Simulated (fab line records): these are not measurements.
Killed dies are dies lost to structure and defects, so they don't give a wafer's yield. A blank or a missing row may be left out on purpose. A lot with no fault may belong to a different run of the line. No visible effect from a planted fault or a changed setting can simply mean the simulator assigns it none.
What tool caused it? + flow n5 finfet + 12 lots, 36 wafers sampled, at 4 steps of a route of 1938

== WHAT THE GAUGES READ, wafer by wafer ==
Not one reading of a measure or inspect step in the record can be checked against a usual standard deviation.

== WHAT TOOL EACH LOT RAN ON (gives the tool, then ch and the chambers of the sampled wafers, and finally the start) ==
| lot  | N5_GATE_CUT_ALD_22               | N5_PASSIVATION_PRE_CLEAN_19  | N5_PASSIVATION_DESCUM_46           | N5_PASSIVATION_PROBE_49 |
|------|----------------------------------|------------------------------|------------------------------------|-------------------------|
| L892 | ald sin-01 ch 0,2, day 4 22:53   | pvd sputter-03, day 12 11:29 | rie diel-06 ch 0,2,3, day 12 14:32 | -                       |
| L895 | ald sin-01 ch 1,2,3, day 5 15:42 | pvd sputter-01, day 13 07:15 | rie diel-05 ch 0,1, day 13 09:49   | -                       |
| L896 | ald sin-04 ch 0,1,2, day 5 17:56 | pvd sputter-03, day 13 15:43 | rie diel-05 ch 0,1,3, day 13 18:57 | -                       |
| L897 | ald sin-03 ch 1,2,3, day 6 00:11 | pvd sputter-02, day 14 18:47 | rie diel-06 ch 0,1,3, day 14 21:22 | -                       |
| L898 | ald sin-01 ch 0,1, day 6 06:01   | pvd sputter-02, day 14 01:33 | rie diel-02 ch 0,1, day 14 04:17   | -                       |
| L900 | ald sin-03 ch 0,1, day 6 18:06   | pvd sputter-02, day 15 00:53 | rie diel-02 ch 1,3, day 15 03:50   | -                       |
| L899 | ald sin-01 ch 0,1, day 6 19:28   | pvd sputter-01, day 15 16:08 | rie diel-05 ch 0,1, day 15 18:49   | -                       |
| L901 | ald sin-03 ch 0,1,3, day 7 02:37 | pvd sputter-02, day 16 06:58 | rie diel-02 ch 0,2,3, day 16 09:49 | prober-02, day 16 12:58 |
| L902 | ald sin-04 ch 0,2,3, day 7 07:04 | pvd sputter-02, day 15 17:37 | rie diel-06 ch 0,1, day 15 20:05   | -                       |
| L903 | ald sin-01 ch 1,3, day 7 12:44   | pvd sputter-02, day 16 05:58 | rie diel-02 ch 0,2, day 16 08:39   | -                       |
| L908 | ald sin-04 ch 0,2,3, day 8 23:31 | pvd sputter-01, day 17 03:49 | rie diel-06 ch 0,1,2, day 17 06:45 | prober-01, day 17 10:37 |
| L911 | ald sin-04 ch 1,2, day 9 13:42   | pvd sputter-01, day 17 14:46 | rie diel-05 ch 2,3, day 17 17:28   | prober-01, day 17 20:30 |
- N5_GATE_CUT_ALD_22: deposits SiNx, target thk 16 nm, pulse time 1 s, ald cycles 320.
- N5_PASSIVATION_PRE_CLEAN_19
- N5_PASSIVATION_DESCUM_46: chemistry O2, time 7.9 s.
- N5_PASSIVATION_PROBE_49

== WHAT THE TOOLS THEMSELVES READ (means of the sampled wafers that have a number; where no wafer has one, the mark that the record gives instead) ==
N5_GATE_CUT_ALD_22.
| lot  | tool       | heater power w (W) | precursor pulse height rel |
|------|------------|--------------------|----------------------------|
| L892 | ald sin-01 | 940                | 0.999                      |
| L895 | ald sin-01 | 853                | 0.992                      |
| L896 | ald sin-04 | 810                | 1.018                      |
| L897 | ald sin-03 | 789                | 1.010                      |
| L898 | ald sin-01 | 865                | 0.987                      |
| L900 | ald sin-03 | 800                | 0.996                      |
| L899 | ald sin-01 | 873                | 1.006                      |
| L901 | ald sin-03 | 787                | 0.992                      |
| L902 | ald sin-04 | 843                | 0.978                      |
| L903 | ald sin-01 | 777                | 1.005                      |
| L908 | ald sin-04 | 841                | 0.986                      |
| L911 | ald sin-04 | 892                | 0.985                      |

N5_PASSIVATION_PRE_CLEAN_19.
| lot  | tool           | heater power w (W) |
|------|----------------|--------------------|
| L892 | pvd sputter-03 | 450                |
| L895 | pvd sputter-01 | 445                |
| L896 | pvd sputter-03 | 459                |
| L897 | pvd sputter-02 | 501                |
| L898 | pvd sputter-02 | 499                |
| L900 | pvd sputter-02 | 483                |
| L899 | pvd sputter-01 | 509                |
| L901 | pvd sputter-02 | 488                |
| L902 | pvd sputter-02 | 483                |
| L903 | pvd sputter-02 | 477                |
| L908 | pvd sputter-01 | 490                |
| L911 | pvd sputter-01 | 488                |

N5_PASSIVATION_DESCUM_46.
| lot  | tool        | drypump motor current A (A) | oes product au (a.u.) | rf vpp V (V) | showerhead plenum p Torr (Torr) | throttle valve pct (%) |
|------|-------------|-----------------------------|-----------------------|--------------|---------------------------------|------------------------|
| L892 | rie diel-06 | 5.2                         | 0.68                  | 241.5        | 2.03                            | 20.55                  |
| L895 | rie diel-05 | 6.6                         | 0.75                  | 242.8        | 2.09                            | 20.21                  |
| L896 | rie diel-05 | 6.2                         | 0.76                  | 243.4        | 2.07                            | 20.28                  |
| L897 | rie diel-06 | 5.4                         | 0.76                  | 243.3        | 2.06                            | 20.50                  |
| L898 | rie diel-02 | 6.0                         | 0.76                  | 244.0        | 2.11                            | 20.41                  |
| L900 | rie diel-02 | 6.0                         | 0.91                  | 242.9        | 2.11                            | 20.31                  |
| L899 | rie diel-05 | 6.6                         | 0.73                  | 242.9        | 2.08                            | 20.24                  |
| L901 | rie diel-02 | 5.8                         | 0.80                  | 243.3        | 2.07                            | 20.49                  |
| L902 | rie diel-06 | 5.7                         | 0.82                  | 245.4        | 2.13                            | 20.59                  |
| L903 | rie diel-02 | 5.8                         | 0.73                  | 243.3        | 2.07                            | 20.55                  |
| L908 | rie diel-06 | 5.4                         | 0.91                  | 245.5        | 2.19                            | 20.47                  |
| L911 | rie diel-05 | 5.7                         | 0.83                  | 242.2        | 2.03                            | 20.43                  |

N5_PASSIVATION_PROBE_49.
| lot  | tool      | defect limited yield (%) | killed_at_M0_to_M3 | killed_at_M4_up | killed at contacts | killed at front end | killed at other | killed dies | killed open | killed short | sort_bin_4_leakage (%) | sort_bin_5_function (%) | sort_bin_6_memory (%) | sort_bin_8_speed (%) | sort n pass | sort yield pct (%) |
|------|-----------|--------------------------|--------------------|-----------------|--------------------|---------------------|-----------------|-------------|-------------|--------------|------------------------|-------------------------|-----------------------|----------------------|-------------|--------------------|
| L901 | prober-02 | 91.2                     | 30                 | 18              | 15                 | 32                  | 8.3             | 103         | 72          | 31           | 0.00                   | 5.4                     | 3.1                   | 0.00                 | 1077        | 91.2               |
| L908 | prober-01 | 82.9                     | 27                 | 14              | 12                 | 146                 | 3.3             | 202         | 70          | 37           | 0.00                   | 11.5                    | 4.2                   | 0.00                 | 978         | 82.9               |
| L911 | prober-01 | 84.4                     | 30                 | 12              | 13                 | 128                 | 1.7             | 185         | 53          | 29           | 0.00                   | 10.1                    | 4.0                   | 0.00                 | 995         | 84.4               |

== THE ANSWER, worked out from the rows above alone ==
Rule: what is usual is taken from the lots themselves. The widest of any qualifying gaps counts: lots, ordered by their means at a reading, are off when they make up no more than a third of the lots, leave a main group of 4 or more, and stand apart from it by 3 or more times the standard deviation of that group's means. If all means in a main group match to the digits the tables above print for the reading, that group is not used. A lot without any number at a reading at which 4 lots or more have one is off too. The other lots that the step has rows for count as sound. First the gauges in route order, then the tools' own readings, where a lot's mean is used as printed above. At the first step where some lot is off, the reading lying furthest off is the one used; lots without a number count as furthest.
Nothing can be told from this: no lot is off at any reading shown.

== WHAT THE SIMULATOR PUT IN ==
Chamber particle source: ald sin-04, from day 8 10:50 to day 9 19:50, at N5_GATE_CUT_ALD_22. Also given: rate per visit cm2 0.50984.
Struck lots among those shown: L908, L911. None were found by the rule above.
